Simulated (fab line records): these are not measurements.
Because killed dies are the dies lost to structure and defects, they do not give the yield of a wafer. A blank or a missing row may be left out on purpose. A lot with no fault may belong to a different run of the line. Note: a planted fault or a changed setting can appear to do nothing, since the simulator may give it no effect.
fab line records	flow n5_finfet	part 2 of 2: steps 26 to 30 of 30
record: lots: 5	wafers: 15	last_day: 16
route steps=1938 shown BEOL_M8@1392 BEOL_M9@1401
lots with no fault: from the same line, run without faults
start_h: hours from the record's first day to the start of the lot's first wafer shown	wait_h: hours since the lot's step before	" as in the row above	L1.1+2: one row covering several wafers at once	- no value, or no start was given	* or withheld: withheld	< > ~ a bound
route shown NAME@n: a module of which the file shows steps, and the number in the route of the first	usual: mean/standard deviation of fault-free wafers	same: alike in all rows	chamber/n: place in a boat	sites: readings site by site	_std_site: how widely they spread, as a standard deviation	_edge_site: mean of outer sites minus mean of inner sites	radius_mm: how far each site lies from the wafer's centre	mask NAME#n: copy n	behind: the most recent tool/chamber to have shaped the wafer	hold: why the lot was held/for how many hours/how that ended	device: the transistor (n, p or np) that didn't switch	end of line: the route-end tests of the same wafers	where a step has no rows: the recipe by itself	killed: not the wafer's yield, but the dies lost to structure and defects at the first sort	map: a wafer's dies, x killed, . not, _ none there
set.NAME: setting as actually run; set.NAME@STEP: the setting as run at that earlier step	model.NAME: the simulator's own value behind a step, which no gauge read
lots at some steps of the route; a table a step, a row a wafer
services: from which hour (start_h, from the record's first day; less than 0 if before it) a tool's chamber was out of use, for how many hours, and why
== steps ==
step: N5_BEOL_M9_DESCUM_16
recipe: chemistry: O2	time_s: 7.9	source_power_w: 50	bias_power_w: 20	pressure_mtorr: 20	rf_frequency_hz: 2.712e+07	temp_c: 40	resist: CAR-ArF	o2_flow_sccm: 225
usual: drypump_motor_current_A: 5.7/0.38	oes_product_au: 0.77/0.091	rf_vpp_V: 243.0/1.4	showerhead_plenum_p_Torr: 2.09/0.076	throttle_valve_pct: 20.36/0.26
lot.wafer	tool	chamber	start_h	wait_h	drypump_motor_current_A	oes_product_au	rf_hours_counter_h	rf_vpp_V	showerhead_plenum_p_Torr	throttle_valve_pct
L075.3	rie_diel-01	1	208.58	0.0	5.5	0.71	193	242.6	2.09	20.63
L075.5	"	1	"	"	5.6	0.71	-	242.1	2.09	20.64
L075.6	"	2	"	"	5.5	0.69	-	244.0	2.15	20.48
L082.2	rie_diel-01	2	254.55	0.0	5.5	0.68	244	244.6	2.15	20.49
L082.4	"	0	"	"	5.3	0.94	22	243.4	2.13	20.05
L082.5	"	1	"	"	5.6	0.70	-	241.8	2.08	20.65
L087.2	rie_diel-04	0	302.02	0.0	6.6	0.79	137	243.3	2.18	20.62
L087.5	"	0	"	"	6.6	0.79	-	244.5	2.18	20.62
L087.6	"	3	"	"	5.4	0.83	-	242.3	2.02	20.21
L089.3	rie_diel-05	0	302.99	0.0	6.0	0.68	247	241.4	1.97	20.68
L089.4	"	3	"	"	5.5	0.70	222	242.1	1.98	20.32
L089.5	"	2	"	"	5.6	0.84	-	243.8	2.13	20.11
L093.2	rie_diel-05	3	328.14	0.2	5.5	0.70	230	240.4	1.98	20.33
L093.3	"	0	"	"	6.0	0.97	1	244.1	2.23	20.21
L093.5	"	3	"	"	5.5	0.70	-	241.1	1.98	20.33
step: N5_BEOL_M9_ETCH_61
recipe: chemistry: CF4	target: SiARC	target_depth_a: 390	mask_material: CAR-ArF	time_s: 65	ion_energy_ev: 80	pressure_mtorr: 40	source_w: 545	bias_w: 36	Ar_flow_sccm: 100	cf4_flow_sccm: 100	ends: cleared
usual: drypump_motor_current_A: 5.7/0.38	etch_rf_on_time_s: 65.0/1.1	oes_product_au: 0.66/0.075	rf_vpp_V: 184.0/1.2	showerhead_plenum_p_Torr: 2.14/0.078	throttle_valve_pct: 15.60/0.24
lot.wafer	tool	chamber	start_h	wait_h	drypump_motor_current_A	etch_rf_on_time_s	oes_product_au	rf_hours_counter_h	rf_vpp_V	showerhead_plenum_p_Torr	throttle_valve_pct
L075.3	rie_diel-01	1	208.61	0.0	5.6	65.5	0.60	193	185.1	2.12	15.78
L075.5	"	1	"	"	5.6	65.2	0.61	-	184.5	2.12	15.79
L075.6	"	2	"	"	5.5	66.1	0.59	-	183.7	2.21	15.81
L082.2	rie_diel-01	2	254.59	0.0	5.5	66.9	0.58	244	183.3	2.20	15.83
L082.4	"	0	"	"	5.3	64.9	0.80	22	182.4	2.19	15.28
L082.5	"	1	"	"	5.6	65.8	0.60	-	183.1	2.12	15.80
L087.2	rie_diel-04	0	302.05	0.0	6.5	64.6	0.66	137	185.0	2.25	15.90
L087.5	"	0	"	"	6.5	63.9	0.67	-	186.5	2.25	15.89
L087.6	"	3	"	"	5.4	65.4	0.71	-	182.7	2.08	15.41
L089.3	rie_diel-05	0	303.02	0.0	6.0	67.2	0.57	247	181.9	2.03	15.91
L089.4	"	3	"	"	5.6	64.9	0.61	223	182.8	2.05	15.70
L089.5	"	2	"	"	5.5	63.4	0.72	-	184.8	2.18	15.29
L093.2	rie_diel-05	3	328.18	0.0	5.6	66.1	0.60	230	182.5	2.05	15.73
L093.3	"	0	"	"	6.0	66.3	0.81	1	185.5	2.28	15.36
L093.5	"	3	"	"	5.5	65.4	0.60	-	182.6	2.05	15.73
step: N5_BEOL_M9_ETCH_62
recipe: chemistry: N2/H2	target: SOC	target_depth_a: 1100	overetch_a: 220	mask_material: SiARC	temp_c: 40	time_s: 165	ion_energy_ev: 200	pressure_mtorr: 30	source_w: 840	bias_w: 150	n2_flow_sccm: 200	h2_flow_sccm: 200
usual: drypump_motor_current_A: 5.7/0.38	oes_product_au: 0.66/0.072	rf_vpp_V: 523.6/2.8	showerhead_plenum_p_Torr: 2.54/0.096	throttle_valve_pct: 17.81/0.23
lot.wafer	tool	chamber	start_h	wait_h	drypump_motor_current_A	oes_product_au	rf_hours_counter_h	rf_vpp_V	showerhead_plenum_p_Torr	throttle_valve_pct
L075.3	rie_diel-01	1	208.66	0.0	5.6	0.61	193	523.2	2.54	18.11
L075.5	"	1	"	"	5.6	0.60	-	522.0	2.54	18.12
L075.6	"	2	"	"	5.5	0.59	-	524.8	2.63	18.12
L082.2	rie_diel-01	2	254.64	0.0	5.5	0.59	244	524.9	2.62	18.13
L082.4	"	0	"	"	5.3	0.79	22	525.3	2.60	17.52
L082.5	"	1	"	"	5.6	0.60	-	523.1	2.53	18.14
L087.2	rie_diel-04	0	302.10	0.0	6.6	0.66	137	526.6	2.66	18.11
L087.5	"	0	"	"	6.5	0.66	-	527.6	2.66	18.12
L087.6	"	3	"	"	5.4	0.71	-	521.5	2.48	17.85
L089.3	rie_diel-05	0	303.07	0.0	6.1	0.57	247	520.6	2.39	18.03
L089.4	"	3	"	"	5.6	0.61	223	518.8	2.42	17.83
L089.5	"	2	"	"	5.5	0.71	-	523.6	2.60	17.53
L093.2	rie_diel-05	3	328.23	0.0	5.5	0.60	230	518.7	2.42	17.83
L093.3	"	0	"	"	6.1	0.81	1	527.9	2.71	17.50
L093.5	"	3	"	"	5.5	0.60	-	520.8	2.42	17.85
step: N5_BEOL_M9_STRIP_68
recipe: chemistry: N2/H2	temp_c: 40	n2_flow_sccm: 200	h2_flow_sccm: 200	rf_frequency_hz: 6e+07
lot.wafer	tool	chamber	start_h	wait_h
L075.3+5+6	rie_diel-01	1,1,2	208.80	0.1
L082.2+4+5	rie_diel-01	2,0,1	254.77	0.1
L087.2+5+6	rie_diel-04	0,0,3	302.24	0.1
L089.3+4+5	rie_diel-05	0,3,2	303.21	0.1
L093.2+3+5	rie_diel-05	3,0,3	328.37	0.1
step: N5_BEOL_M9_STRIP_67
recipe: chemistry: CF4	resist: SiARC	power_w: 300	bias_power_w: 75	pressure_mtorr: 50	cf4_flow_sccm: 150	rf_frequency_hz: 6e+07
usual: drypump_motor_current_A: 5.7/0.38	oes_product_au: 0.77/0.086	rf_vpp_V: 271.0/1.7	showerhead_plenum_p_Torr: 1.79/0.065	throttle_valve_pct: 13.59/0.24
lot.wafer	tool	chamber	start_h	wait_h	drypump_motor_current_A	oes_product_au	rf_hours_counter_h	rf_vpp_V	showerhead_plenum_p_Torr	throttle_valve_pct
L075.3	rie_diel-01	1	208.81	0.0	5.6	0.71	193	271.5	1.78	13.79
L075.5	"	1	"	"	5.6	0.71	-	270.9	1.79	13.80
L075.6	"	2	"	"	5.5	0.70	-	272.0	1.85	13.79
L082.2	rie_diel-01	2	254.78	0.0	5.5	0.69	244	272.3	1.84	13.84
L082.4	"	0	"	"	5.3	0.93	22	271.9	1.84	13.25
L082.5	"	1	"	"	5.6	0.70	-	270.9	1.78	13.85
L087.2	rie_diel-04	0	302.25	0.0	6.5	0.77	137	274.5	1.89	13.84
L087.5	"	0	"	"	6.5	0.78	-	272.4	1.89	13.85
L087.6	"	3	"	"	5.4	0.83	-	268.2	1.74	13.39
L089.3	rie_diel-05	0	303.22	0.0	6.1	0.68	247	267.4	1.71	13.93
L089.4	"	3	"	"	5.6	0.72	223	269.1	1.72	13.70
L089.5	"	2	"	"	5.5	0.83	-	272.8	1.83	13.27
L093.2	rie_diel-05	3	328.38	0.0	5.5	0.71	230	268.1	1.72	13.74
L093.3	"	0	"	"	6.0	0.96	1	274.2	1.91	13.34
L093.5	"	3	"	"	5.5	0.71	-	269.9	1.72	13.72
== services ==
tool	chamber	start_h	hours	kind
rie_diel-04	2	186.18	3.8	repair
cmp-01	-	189.44	2.1	repair
pecvd-03	-	191.07	6.0	pm
arfi_scanner-02	-	191.52	1.0	pm
arfi_scanner-02	-	193.12	3.1	pm
arfi_scanner-02	-	196.25	0.8	pm
rie_diel-05	1	199.14	22.3	repair
pecvd-01	-	202.24	14.6	pm
arfi_scanner-02	-	204.88	5.3	repair
rie_diel-04	-	219.11	0.4	repair
pecvd-01	-	229.03	2.8	pm
pecvd-03	-	237.63	2.8	pm
pecvd-03	-	242.42	0.2	repair
pecvd-04	-	245.96	0.8	repair
pecvd-01	-	249.04	1.0	repair
rie_diel-05	2	262.35	13.6	repair
arfi_scanner-02	-	266.34	1.3	repair
arfi_scanner-02	-	269.97	1.3	pm
arfi_scanner-02	-	279.03	1.0	pm
ecd_cu-01	-	285.06	1.6	repair
rie_diel-05	-	292.60	0.7	repair
pecvd-01	-	292.99	1.4	repair
pecvd-02	-	318.85	1.7	repair
pecvd-01	2	323.79	6.3	repair
